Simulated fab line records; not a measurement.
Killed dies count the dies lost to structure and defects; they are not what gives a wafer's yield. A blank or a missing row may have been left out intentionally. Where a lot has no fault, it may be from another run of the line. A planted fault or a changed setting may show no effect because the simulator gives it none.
Chamber matching :: flow n5_finfet :: 4 sister chambers for N5_HKMG_FIN_ETCH_31 on rie_diel-05
The step etches SiARC in CF4, target depth 45.5 nm, time 75.8 s. 4 wafers are shown with their chamber, then 9 later ones without.

WAFERS, EACH WITH ITS CHAMBER
wafer: L087.1
chamber: 2
drypump_motor_current_A (A): 6.4

wafer: L089.5
chamber: 0
drypump_motor_current_A (A): 6.1

wafer: L090.2
chamber: 3
drypump_motor_current_A (A): 5.6

wafer: L090.6
chamber: 1
drypump_motor_current_A (A): 5.2

WAFERS MISSING THEIR CHAMBER
wafer: L091.1
drypump_motor_current_A (A): 5.6

wafer: L091.2
drypump_motor_current_A (A): 6.4

wafer: L091.6
drypump_motor_current_A (A): 5.2

wafer: L095.1
drypump_motor_current_A (A): 6.1

wafer: L095.3
drypump_motor_current_A (A): 5.2

wafer: L095.6
drypump_motor_current_A (A): 6.1

wafer: L096.2
drypump_motor_current_A (A): 6.1

wafer: L096.3
drypump_motor_current_A (A): 6.3

wafer: L096.6
drypump_motor_current_A (A): 6.1

CHAMBER TAKEN BY EACH
wafer: L091.1
from the rows above: 3
in truth: 3

wafer: L091.2
from the rows above: 2
in truth: 2

wafer: L091.6
from the rows above: 1
in truth: 1

wafer: L095.1
from the rows above: 0
in truth: 0

wafer: L095.3
from the rows above: 1
in truth: 1

wafer: L095.6
from the rows above: 0
in truth: 0

wafer: L096.2
from the rows above: 0
in truth: 0

wafer: L096.3
from the rows above: 2
in truth: 2

wafer: L096.6
from the rows above: 0
in truth: 0
Correct placement for 9 of the 9. Number that these rows cannot place: 0. 0 placed wrongly.
How it was worked out, from the rows above alone: a wafer's distance from a chamber is the root of the sum, over the readings, of the square of ((its reading less the chamber's mean) divided by the reading's scatter). The wafer belongs to the nearest chamber; if the next one is less than 2 further off, it can't be placed. A chamber's mean is the mean of its shown wafers. The scatter: with one shown wafer a chamber, the root of the mean of the squares of how far each hidden wafer lies from its nearest shown one.
